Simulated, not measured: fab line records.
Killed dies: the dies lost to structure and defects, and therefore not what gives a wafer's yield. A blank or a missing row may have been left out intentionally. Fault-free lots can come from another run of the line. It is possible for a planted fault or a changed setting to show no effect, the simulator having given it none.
A struck lot beside a sound one | flow nandHarc | 14 steps out of a route of 1159
Sound: wafers L163.1, L163.4, L163.5. Struck: wafer L172.5 (left out: L172.3, L172.4 of the same lot, which were not struck); the cause appears at the end.
Each step with rows lists, per side, the tool, then ch with its chambers, then its first start. Under that, the readings that differ: sound wafers | struck wafers | difference of the means | sigmas: that difference in standard deviations of wafers without a fault.
alike: words and numbers the same on both sides, and readings whose means are apart by under 2 such deviations; not compared: readings that were withheld, readings missing a value for some wafer, numbers with overlapping values and no deviation given by the record, and bounds like >300 which may hide the same value.
A row with sigmas, a row that says differs or no value, or rows on one side alone: a step with any of these is where the two part. Numbers that have no deviation but don't overlap get no sigmas and don't part them. Lack of a reading on every wafer of one side parts them only where that side has two or more wafers.

first, 7 steps without rows for these wafers: NHARC_P_BONDPAD_COAT_36 (time 65 s); NHARC_P_BONDPAD_COAT_03 (resist thk 600 nm); NHARC_P_BONDPAD_SOFTBAKE_04 (time 70 s); NHARC_P_BONDPAD_EBR_05; NHARC_P_BONDPAD_EXPOSE_06 (exposes mask P BPAD); NHARC_P_BONDPAD_PEB_07 (peb time 80 s); NHARC_P_BONDPAD_DEVELOP_08 (time 50 s).
NHARC_P_BONDPAD_CD_MEAS_09 targets a cd of 500 nm.
  sound on cdSem-02 ch 0, day 9 09:36; struck on cdSem-02 ch 0, day 10 11:17
  alike: cdNm
NHARC_P_BONDPAD_OVL_MEAS_38:
  sound: overlay-01 at day 9 09:41; struck: overlay-01 at day 10 11:22
reading         | sound | struck | difference | sigmas
overlayXNm (nm) | 5 6 5 | -10    | -15        | -2
  alike: overlayYNm
then, 1 step without rows for these wafers: NHARC_P_BONDPAD_HARDBAKE_10 (time 65 s).
NHARC_P_BONDPAD_DESCUM_11: chemistry O2, time 3 s.
  sound on rieDiel-01 ch 1,2, day 9 09:49; struck on rieDiel-01 ch 3, day 10 11:29
  alike: drypumpMotorCurrentA, oesProductAu, rfVppV, showerheadPlenumPTorr, throttleValvePct
  not compared: rfHoursCounterH
NHARC_P_BONDPAD_ETCH_37: etches the open film in N2/H2, target depth 60 nm, overetch 18 nm, time 65.91 s.
  sound on rieDiel-01 ch 1,2,3, day 9 09:55; struck on rieDiel-01 ch 1, day 10 11:35
reading              | sound                | struck | difference | sigmas
oesProductAu (a.u.)  | 1.004 0.993 0.998    | 0.975  | -0.023     | -2
throttleValvePct (%) | 14.165 14.166 14.167 | 14.184 | +0.018     | +2
  alike: drypumpMotorCurrentA, rfVppV, runLengthS, showerheadPlenumPTorr
  not compared: rfHoursCounterH
NHARC_P_BONDPAD_ETCH_12: etches the open film in CHF3/O2, target depth 200 nm, time 100 s.
  sound on rieDiel-01 ch 0,1,3, day 9 10:00; struck on rieDiel-01 ch 3, day 10 11:41
reading        | sound             | struck | difference | sigmas
runLengthS (s) | 121.5 121.0 120.7 | 111.7  | -9.4       | -22
  alike: drypumpMotorCurrentA, oesProductAu, rfVppV, showerheadPlenumPTorr, throttleValvePct
  not compared: rfHoursCounterH
NHARC_P_BONDPAD_CD_MEAS_13:
  sound: cdSem-02 at day 9 10:08; struck: cdSem-02 at day 10 11:49
  alike: cdNm

WHERE THEY PART
At NHARC_P_BONDPAD_OVL_MEAS_38 first; at NHARC_P_BONDPAD_ETCH_12 last (within this record only). Later steps at which nothing parts them and some readings are alike: NHARC_P_BONDPAD_CD_MEAS_13.

WHY: whatever the simulator had introduced
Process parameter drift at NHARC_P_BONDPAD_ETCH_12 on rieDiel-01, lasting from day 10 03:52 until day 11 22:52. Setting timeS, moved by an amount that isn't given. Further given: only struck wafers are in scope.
